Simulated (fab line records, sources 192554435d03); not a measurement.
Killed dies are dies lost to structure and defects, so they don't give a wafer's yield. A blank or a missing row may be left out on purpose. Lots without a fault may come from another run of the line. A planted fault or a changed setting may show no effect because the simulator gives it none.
Problem report in the 8D (eight disciplines) form, filled by code | flow n5_finfet | the parts of the form that need people (team, actions taken, sign-off) are left out

1. THE PROBLEM
killed_at_M4_up at N5_PASSIVATION_PROBE_49 reads a mean of 1162 on 6 wafers of 2 lots; wafers without a fault read 13 with a standard deviation of 5.3. That is +99 or more standard deviations from the usual mean.
First seen on wafer L998.1, day 18 04:16, on prober-02. The record holds 6 wafers of 2 lots with a number at this step. Rule for "out", or "out of limits": more than 4 standard deviations from the usual mean. The other wafers with a number count as sound.

2. WHAT IT IS AND WHAT IT IS NOT
question                    | is                                                                                                                  | is not
which readings at this step | killed_at_M4_up, defect_limited_yield, killed_dies, killed_on_rim, sort_bin_5_function, sort_n_pass, sort_yield_pct | killed_at_contacts, killed_at_other, sort_bin_6_memory
which lots                  | L998, L999                                                                                                          | -
which wafers of those lots  | all that have a number                                                                                              | -
read on which tools         | prober-02                                                                                                           | -
when                        | from day 18 04:16                                                                                                   | up to then (0 sound wafers)

3. SUSPECTS, AND WHAT RULES EACH OUT
Counting: a tool at a process step up to the reading stays a suspect if it ran every lot that is out and no sound lot after the first of them.
- pecvd-04 at N5_BEOL_M11_ILD_DEP_00 (deposits SiCOH lowk from DEMS/porogen, target thk 308.51 nm, time 58 s): kept. It ran every lot that is out, first L999 (day 15 08:41), and no sound lot after that.
- prober-02 at N5_PASSIVATION_PROBE_49: kept. It ran every lot that is out, first L998 (day 18 04:16), and no sound lot after that. Its own readings are out on those wafers: defect_limited_yield, killed_at_M4_up, killed_dies, killed_on_rim, sort_bin_5_function, sort_n_pass, sort_yield_pct.
Left after counting: pecvd-04 at N5_BEOL_M11_ILD_DEP_00, prober-02 at N5_PASSIVATION_PROBE_49.

4. THE CAUSE (what the simulator had put in)
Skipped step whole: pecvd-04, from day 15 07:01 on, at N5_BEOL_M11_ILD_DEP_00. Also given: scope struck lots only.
Counting left 2 suspects, and this tool is among them.

5. THE CHAIN OF EFFECTS, in route order
Each row: a reading whose mean over the struck wafers that have a number lies more than 3 standard deviations from the usual. Only readings for which the record gives a usual standard deviation are gone through. hours: the time from each lot's start at the first step in this table that gives one to its start at this step, as a median over the lots. sigmas: the change in usual standard deviations.
hours | step                    | reading              | usual  | on struck wafers | change | sigmas
0     | N5_PASSIVATION_PROBE_49 | defect_limited_yield | 91.2 % | 0.0              | -91.2  | -61
0     | N5_PASSIVATION_PROBE_49 | killed_at_M4_up      | 13     | 1162             | +1149  | +99 or more
0     | N5_PASSIVATION_PROBE_49 | killed_at_front_end  | 42     | 7                | -35    | -3.2
0     | N5_PASSIVATION_PROBE_49 | killed_dies          | 103    | 1180             | +1077  | +63
0     | N5_PASSIVATION_PROBE_49 | killed_on_rim        | 14     | 152              | +138   | +31
0     | N5_PASSIVATION_PROBE_49 | killed_open          | 67     | 13               | -54    | -4.1
0     | N5_PASSIVATION_PROBE_49 | killed_short         | 35     | 7                | -28    | -3.6
0     | N5_PASSIVATION_PROBE_49 | sort_bin_5_function  | 5.2 %  | 73.1             | +67.9  | +72
0     | N5_PASSIVATION_PROBE_49 | sort_n_pass          | 1077   | 0                | -1077  | -63
0     | N5_PASSIVATION_PROBE_49 | sort_yield_pct       | 91.2 % | 0.0              | -91.2  | -61
The process steps in it:
- N5_PASSIVATION_PROBE_49
Readings that are blank on the struck wafers while sound wafers have them: chamber_pressure_Torr at N5_BEOL_M11_ILD_DEP_00; heater_power_outer_w at N5_BEOL_M11_ILD_DEP_00; heater_power_w at N5_BEOL_M11_ILD_DEP_00; showerhead_plenum_p_Torr at N5_BEOL_M11_ILD_DEP_00; susceptor_temp_C at N5_BEOL_M11_ILD_DEP_00; throttle_valve_pct at N5_BEOL_M11_ILD_DEP_00; trench_depth_nm at N5_BEOL_M11_OCD_MEAS_38.

6. WHAT WOULD HAVE CAUGHT IT SOONER
In this record the first reading out of limits was taken at day 18 04:16, 69 hours after the fault began at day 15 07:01.
Between N5_BEOL_M11_ILD_DEP_00 and N5_PASSIVATION_PROBE_49, N5_BEOL_M11_OCD_MEAS_38 gave no trench_depth_nm on the struck wafers, where sound wafers have one: a measuring or inspecting step that comes back empty is itself a sign.
At N5_BEOL_M11_ILD_DEP_00 the tool's readings are blank on the struck wafers, where sound wafers have them: an empty tool record is the first sign, and it was there at once.
All the lots that are out (2) had begun N5_BEOL_M11_ILD_DEP_00 on pecvd-04 by day 18 04:16. A hold on the tool at that time would have spared none of them.
